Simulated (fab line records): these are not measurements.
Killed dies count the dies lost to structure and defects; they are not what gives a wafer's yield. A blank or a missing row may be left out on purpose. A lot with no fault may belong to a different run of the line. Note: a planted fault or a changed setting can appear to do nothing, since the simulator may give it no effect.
fab line records + flow nandHarc
record:
- lots: 5
- wafers: 15
- lastDay: 24
route steps=1159 shown P_M0@255 END@1159
lots that met no fault: from a run of the same line without faults
startH: start of the lot's first displayed wafer, in hours after the record's first day + waitH: hours elapsed since this lot's preceding step + " same as the row above + L1.1+2: several wafers, shown together as one row + - either no value or no given start + * or withheld: withheld + < > ~ a bound
route shown NAME@n: a module of which the file shows steps, and the number in the route of the first + usual: the fault-free wafers' mean and standard deviation + same: alike in all rows + chamber/n: place in a boat + sites: each site's reading + _std_site: standard deviation of those values + _edge_site: inner sites' mean taken away from outer sites' mean + radiusMm: how far each site lies from the wafer's centre + mask NAME#n: copy n + behind: tool/chamber where the wafer was last shaped + hold: what put the lot on hold/how long, in hours/how the hold closed + device: whichever transistor did not switch (one of n, p or np) + end of line: at the end of the route, the tests of the same wafers + step lacking rows: just its recipe + killed: not the wafer's yield, but the dies lost to structure and defects at the first sort + map: a wafer's dies, x killed, . not, _ none there
set.NAME: the setting the step ran with; set.NAME@STEP: the setting that earlier step ran with + model.NAME: the simulator's own value behind a step, which no gauge read
lots at some steps of the route; a table a step, a row a wafer
services: a tool's chamber out of use, with start hour (startH, from the record's first day; less than 0 if before it), hours out, and reason
== steps ==
step: NHARC_P_M0_HMDS_02
recipe:
- timeS: 30
step: NHARC_P_M0_COAT_33
recipe:
- tempC: 200
- timeS: 65
step: NHARC_P_M0_COAT_03
recipe:
- spinRpm: 1500
- resistThkNm: 90
step: NHARC_P_M0_SOFTBAKE_04
recipe:
- tempC: 105
- timeS: 55
step: NHARC_P_M0_EBR_05
step: NHARC_P_M0_EXPOSE_06
recipe:
- na: 1.35
- targetCdNm: 90
- doseMj: 81.28
- maskId: P_M0
step: NHARC_P_M0_PEB_07
recipe:
- pebTempC: 100
- pebTimeS: 65
step: NHARC_P_M0_DEVELOP_08
recipe:
- developTimeS: 35
- devTempC: 23
step: NHARC_P_M0_CD_MEAS_09
recipe:
- targetCdNm: 90
- landingEnergyEv: 500
usual:
- cdNm: 90.1/0.61
| lot.wafer | tool     | chamber | startH | waitH | cdNm |
|-----------|----------|---------|--------|-------|------|
| L824.1    | cdSem-02 | 0       | 136.48 | -     | 90.1 |
| L824.5    | "        | 0       | "      | "     | 91.0 |
| L824.6    | "        | 0       | "      | "     | 90.1 |
| L832.1    | cdSem-03 | 0       | 172.46 | -     | 90.8 |
| L832.4    | "        | 0       | "      | "     | 89.9 |
| L832.5    | "        | 0       | "      | "     | 90.8 |
| L834.3    | cdSem-01 | 0       | 177.21 | -     | 90.3 |
| L834.4    | "        | 0       | "      | "     | 90.7 |
| L834.6    | "        | 0       | "      | "     | 89.0 |
| L845.3    | cdSem-01 | 0       | 250.91 | -     | 89.7 |
| L845.5    | "        | 0       | "      | "     | 89.8 |
| L845.6    | "        | 0       | "      | "     | 90.6 |
| L846.1    | cdSem-03 | 0       | 251.48 | -     | 91.7 |
| L846.2    | "        | 0       | "      | "     | 90.9 |
| L846.5    | "        | 0       | "      | "     | 91.2 |
step: NHARC_P_M0_OVL_MEAS_10
recipe:
- pitchNm: 180
usual:
- overlayXNm: 0.1/0.72
- overlayYNm: -0.1/0.61
| lot.wafer | tool       | chamber | startH | waitH | overlayXNm | overlayYNm |
|-----------|------------|---------|--------|-------|------------|------------|
| L824.1    | overlay-01 | -       | 136.57 | -     | -0.8       | 0.6        |
| L824.5    | "          | -       | "      | "     | -0.8       | 0.9        |
| L824.6    | "          | -       | "      | "     | -1.2       | 0.6        |
| L832.1    | overlay-01 | -       | 172.55 | -     | -0.6       | -0.7       |
| L832.4    | "          | -       | "      | "     | -0.5       | -0.8       |
| L832.5    | "          | -       | "      | "     | -0.6       | -1.0       |
| L834.3    | overlay-01 | -       | 177.30 | -     | 1.3        | 0.3        |
| L834.4    | "          | -       | "      | "     | 1.1        | -0.1       |
| L834.6    | "          | -       | "      | "     | 1.4        | 0.2        |
| L845.3    | overlay-02 | -       | 250.99 | -     | 0.1        | -0.3       |
| L845.5    | "          | -       | "      | "     | -0.3       | -0.8       |
| L845.6    | "          | -       | "      | "     | 0.1        | -0.1       |
| L846.1    | overlay-02 | -       | 251.56 | -     | 0.0        | -0.5       |
| L846.2    | "          | -       | "      | "     | -0.6       | -0.6       |
| L846.5    | "          | -       | "      | "     | 0.3        | 0.2        |
step: NHARC_P_M0_INSPECT_11
usual:
- rawDefectCount: 3.5/2
| lot.wafer | tool             | chamber | startH | waitH | rawDefectCount |
|-----------|------------------|---------|--------|-------|----------------|
| L824.1    | defectInspect-01 | -       | 136.61 | 0.0   | 7              |
| L824.5    | "                | -       | "      | "     | 9              |
| L824.6    | "                | -       | "      | "     | 8              |
| L832.1    | defectInspect-02 | -       | 172.59 | 0.0   | 6              |
| L832.4    | "                | -       | "      | "     | 0              |
| L832.5    | "                | -       | "      | "     | 3              |
| L834.3    | defectInspect-02 | -       | 177.33 | 0.0   | 3              |
| L834.4    | "                | -       | "      | "     | 6              |
| L834.6    | "                | -       | "      | "     | 4              |
| L845.3    | defectInspect-01 | -       | 251.03 | 0.0   | 3              |
| L845.5    | "                | -       | "      | "     | 5              |
| L845.6    | "                | -       | "      | "     | 1              |
| L846.1    | defectInspect-02 | -       | 251.60 | 0.0   | 4              |
| L846.2    | "                | -       | "      | "     | 8              |
| L846.5    | "                | -       | "      | "     | 4              |
step: NHARC_P_M0_DESCUM_14
recipe:
- timeS: 3
- o2FlowSccm: 200
- arFlowSccm: 0
- biasPowerW: 0
- chemistry: O2
usual:
- drypumpMotorCurrentA: 5.6/0.44
- oesProductAu: 1.002/0.0082
- rfVppV: 57.7/0.93
- showerheadPlenumPTorr: 1.91/0.073
- throttleValvePct: 11.312/0.0085
| lot.wafer | tool       | chamber | startH | waitH | drypumpMotorCurrentA | oesProductAu | rfHoursCounterH | rfVppV | showerheadPlenumPTorr | throttleValvePct |
|-----------|------------|---------|--------|-------|----------------------|--------------|-----------------|--------|-----------------------|------------------|
| L824.1    | rieDiel-03 | 2       | 136.67 | 0.1   | 5.5                  | 0.996        | 6               | 56.8   | 2.03                  | 11.303           |
| L824.6    | "          | 2       | "      | "     | 5.5                  | 0.996        | -               | 60.1   | 2.03                  | 11.315           |
| L824.5    | "          | 3       | "      | "     | 5.4                  | 0.999        | -               | 56.8   | 1.94                  | 11.294           |
| L832.1    | rieDiel-03 | 1       | 172.67 | 0.1   | 5.7                  | 1.018        | 7               | 59.0   | 1.93                  | 11.312           |
| L832.4    | "          | 0       | "      | "     | 6.1                  | 1.004        | -               | 57.0   | 1.97                  | 11.331           |
| L832.5    | "          | 1       | "      | "     | 5.8                  | 1.001        | -               | 58.0   | 1.93                  | 11.317           |
| L834.4    | rieDiel-03 | 0       | 177.42 | 0.1   | 6.1                  | 1.002        | 8               | 58.1   | 1.97                  | 11.312           |
| L834.3    | "          | 2       | "      | "     | 5.5                  | 1.007        | 8               | 57.3   | 2.03                  | 11.306           |
| L834.6    | "          | 0       | "      | "     | 6.1                  | 1.005        | -               | 58.6   | 1.97                  | 11.323           |
| L845.3    | rieDiel-05 | 1       | 251.09 | 0.1   | 5.2                  | 1.015        | 7               | 57.7   | 1.87                  | 11.314           |
| L845.6    | "          | 1       | "      | "     | 5.2                  | 1.020        | -               | 57.4   | 1.87                  | 11.314           |
| L845.5    | "          | 2       | "      | "     | 5.3                  | 1.016        | -               | 57.8   | 1.92                  | 11.312           |
| L846.1    | rieDiel-05 | 1       | 251.67 | 0.1   | 5.2                  | 1.009        | 7               | 57.2   | 1.87                  | 11.321           |
| L846.2    | "          | 2       | "      | "     | 5.3                  | 1.006        | 6               | 56.6   | 1.92                  | 11.327           |
| L846.5    | "          | 0       | "      | "     | 5.0                  | 0.998        | -               | 55.9   | 1.87                  | 11.307           |
step: NHARC_P_M0_ETCH_34
recipe:
- targetDepthA: 400
- overetchA: 120
- timeS: 43.94
- ionEnergyEv: 200
- n2FlowSccm: 150
- h2FlowSccm: 150
- arFlowSccm: 0
- rfW: 400
- biasW: 150
- chemistry: N2/H2
usual:
- drypumpMotorCurrentA: 5.6/0.43
- oesProductAu: 1.002/0.0077
- rfVppV: 430.5/2.2
- runLengthS: 65.3/0.39
- showerheadPlenumPTorr: 2.04/0.081
- throttleValvePct: 14.171/0.009
| lot.wafer | tool       | chamber | startH | waitH | drypumpMotorCurrentA | oesProductAu | rfHoursCounterH | rfVppV | runLengthS | showerheadPlenumPTorr | throttleValvePct |
|-----------|------------|---------|--------|-------|----------------------|--------------|-----------------|--------|------------|-----------------------|------------------|
| L824.1    | rieDiel-03 | 3       | 136.76 | 0.1   | 5.4                  | 0.988        | 6               | 432.3  | 65.7       | 2.07                  | 14.166           |
| L824.5    | "          | 2       | "      | "     | 5.5                  | 1.004        | -               | 433.1  | 65.4       | 2.17                  | 14.160           |
| L824.6    | "          | 3       | "      | "     | 5.4                  | 0.993        | -               | 430.6  | 65.7       | 2.07                  | 14.164           |
| L832.1    | rieDiel-03 | 0       | 172.76 | 0.1   | 6.1                  | 1.009        | 7               | 433.4  | 65.4       | 2.11                  | 14.179           |
| L832.5    | "          | 0       | "      | "     | 6.1                  | 1.001        | -               | 430.8  | 65.5       | 2.11                  | 14.167           |
| L832.4    | "          | 1       | "      | "     | 5.8                  | 1.007        | -               | 430.5  | 65.4       | 2.06                  | 14.169           |
| L834.3    | rieDiel-03 | 0       | 177.55 | 0.1   | 6.1                  | 0.997        | 8               | 430.6  | 54.1       | 2.11                  | 14.163           |
| L834.4    | "          | 2       | "      | "     | 5.5                  | 0.994        | 8               | 434.5  | 65.4       | 2.17                  | 14.168           |
| L834.6    | "          | 1       | "      | "     | 5.7                  | 1.014        | -               | 430.6  | 65.7       | 2.06                  | 14.172           |
| L845.3    | rieDiel-05 | 0       | 251.18 | 0.1   | 5.0                  | 0.992        | 6               | 429.7  | 65.1       | 1.99                  | 14.164           |
| L845.5    | "          | 2       | "      | "     | 5.3                  | 1.002        | -               | 430.0  | 66.3       | 2.05                  | 14.153           |
| L845.6    | "          | 3       | "      | "     | 6.0                  | 1.000        | -               | 427.1  | 65.5       | 1.93                  | 14.175           |
| L846.2    | rieDiel-05 | 0       | 251.75 | 0.1   | 5.0                  | 1.003        | 6               | 430.3  | 65.3       | 1.99                  | 14.174           |
| L846.1    | "          | 2       | "      | "     | 5.3                  | 1.022        | 6               | 430.8  | 65.9       | 2.05                  | 14.189           |
| L846.5    | "          | 3       | "      | "     | 6.1                  | 1.002        | -               | 427.0  | 65.2       | 1.93                  | 14.171           |
step: NHARC_P_M0_ETCH_15
recipe:
- targetDepthA: 1500
- overetchA: 150
- timeS: 82.5
- c4f8FlowSccm: withheld
- arFlowSccm: 400
- rfW: 600
- biasW: 300
- chemistry: C4F8/Ar
usual:
- oesProductAu: 0.964/0.014
- rfVppV: 440.9/2.4
- runLengthS: 103.9/0.42
| lot.wafer | tool       | chamber | startH | waitH | oesProductAu | rfHoursCounterH | rfVppV | runLengthS |
|-----------|------------|---------|--------|-------|--------------|-----------------|--------|------------|
| L824.1    | rieDiel-03 | 1       | -      | -     | 0.983        | 5               | 440.8  | 104.0      |
| L824.5    | "          | 3       | "      | "     | 0.956        | -               | 442.5  | 104.1      |
| L824.6    | "          | 0       | "      | "     | 0.986        | -               | 443.1  | 103.8      |
| L832.1    | rieDiel-03 | 3       | -      | -     | 0.950        | 8               | 440.9  | 104.0      |
| L832.5    | "          | 3       | "      | "     | 0.951        | -               | 442.0  | 104.4      |
| L832.4    | "          | 0       | "      | "     | 0.954        | -               | 442.2  | 103.5      |
| L834.4    | rieDiel-03 | 3       | -      | -     | 0.960        | 9               | 441.8  | 104.2      |
| L834.3    | "          | 2       | "      | "     | 0.952        | 8               | 445.2  | 103.8      |
| L834.6    | "          | 3       | "      | "     | 0.952        | -               | 441.4  | 104.4      |
| L845.3    | rieDiel-05 | 3       | -      | -     | 0.981        | 5               | 438.9  | 104.0      |
| L845.6    | "          | 0       | "      | "     | 0.986        | -               | 440.0  | 104.2      |
| L845.5    | "          | 1       | "      | "     | 0.977        | -               | 439.7  | 103.2      |
| L846.2    | rieDiel-05 | 0       | -      | -     | 0.957        | 6               | 439.0  | 103.9      |
| L846.1    | "          | 1       | "      | "     | 0.968        | 7               | 441.1  | 103.5      |
| L846.5    | "          | 2       | "      | "     | 0.985        | -               | 442.3  | 104.3      |
step: NHARC_END_SORT_01
recipe:
- tempC: 25
usual:
- defectLimitedYield: 95.2/1.6
- killedAtArray: 29/10
- killedAtOther: 0.7/1.1
- killedAtPeriphery: 3.2/2.2
- killedDies: 33/11
- killedOpen: 3.5/1.8
- killedShort: 2.0/1.4
- sort_bin_2_pct: 1.5/0.61
- sort_bin_3_pct: 0.29/0.22
- sort_bin_4_pct: 3.1/1.1
- sortNPass: 644/11
- sortRimYieldPct: 95/3.3
- sortYieldPct: 95.2/1.6
same:
- grossDies: 677
- sort_bin_5_pct[%]: 0
- sort_bin_6_pct[%]: 0
- sort_bin_7_pct[%]: 0
- sort_bin_8_pct[%]: 0
- sortRimNGross: 106.00
| lot.wafer | tool      | chamber | startH | waitH | defectLimitedYield[%] | killedAtArray | killedAtOther | killedAtPeriphery | killedDies | killedOpen | killedShort | sort_bin_2_pct[%] | sort_bin_3_pct[%] | sort_bin_4_pct[%] | sortNPass | sortRimYieldPct[%] | sortYieldPct[%] |
|-----------|-----------|---------|--------|-------|-----------------------|---------------|---------------|-------------------|------------|------------|-------------|-------------------|-------------------|-------------------|-----------|--------------------|-----------------|
| L834.6    | prober-01 | 0       | 509.90 | 4.0   | 96.8                  | 18            | 3             | 1                 | 22         | 2          | 0           | 1.0               | 0.15              | 2.1               | 655       | 94                 | 96.8            |
killed by level:class
L834.6 A_CHANNEL_HOLE_D1:chamberFilmFlake=11 A_STAIRCASE:chamberFilmFlake=3 A_CONTACT:chamberFilmFlake=2 THIN_TSV:chamberFilmFlake=2 A_CHANNEL_FILL_D1:geometricParticle:open=1 P_GATE:chamberFilmFlake=1 STARTING-WAFER:geometricParticle:open=1 A_SLIT:chamberFilmFlake=1
== services ==
| tool       | chamber | startH | hours | kind      |
|------------|---------|--------|-------|-----------|
| rieDiel-03 | 0       | 120.80 | -     | clean     |
| rieDiel-03 | 1       | 120.80 | -     | clean     |
| rieDiel-03 | 2       | 120.80 | -     | clean     |
| rieDiel-03 | 3       | 120.80 | -     | clean     |
| rieDiel-03 | 0       | 145.30 | -     | clean     |
| rieDiel-03 | 1       | 145.30 | -     | clean     |
| rieDiel-03 | 2       | 145.30 | -     | clean     |
| rieDiel-03 | 3       | 145.30 | -     | clean     |
| rieDiel-05 | -       | 158.67 | 1.0   | repair    |
| rieDiel-05 | -       | 163.60 | 9.0   | pm        |
| rieDiel-03 | 0       | 169.80 | -     | clean     |
| rieDiel-03 | 1       | 169.80 | -     | clean     |
| rieDiel-03 | 2       | 169.80 | -     | clean     |
| rieDiel-03 | 3       | 169.80 | -     | clean     |
| rieDiel-03 | 2       | 171.77 | 5.3   | repair    |
| rieDiel-05 | 0       | 189.94 | 8.1   | repair    |
| rieDiel-03 | 0       | 194.30 | -     | clean     |
| rieDiel-03 | 1       | 194.30 | -     | clean     |
| rieDiel-03 | 2       | 194.30 | -     | clean     |
| rieDiel-03 | 3       | 194.30 | -     | clean     |
| rieDiel-05 | 1       | 202.65 | 3.3   | repair    |
| rieDiel-03 | -       | 215.30 | 9.0   | pm        |
| rieDiel-03 | 0       | 215.30 | 9.0   | ventCycle |
| rieDiel-03 | 1       | 215.30 | 9.0   | ventCycle |
== key ==
firstSign:
- step: NHARC_P_M0_ETCH_34
- reading: runLengthS
- direction: down
- sigmas: 29
- usual: *
- struck: *
effect none on later readings
metAt NHARC_P_M0_ETCH_34
struckWafers L834.3
onsetBetween 172.76 177.55
fault:
- kind: processParameterDrift
- tool: rieDiel-03
- chamber: 0
- onsetH: 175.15
- steps: NHARC_P_M0_ETCH_34
- channel: timeS
- offset: *
- shape: step
- endH: 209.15
- actsIn: *
- stated: *
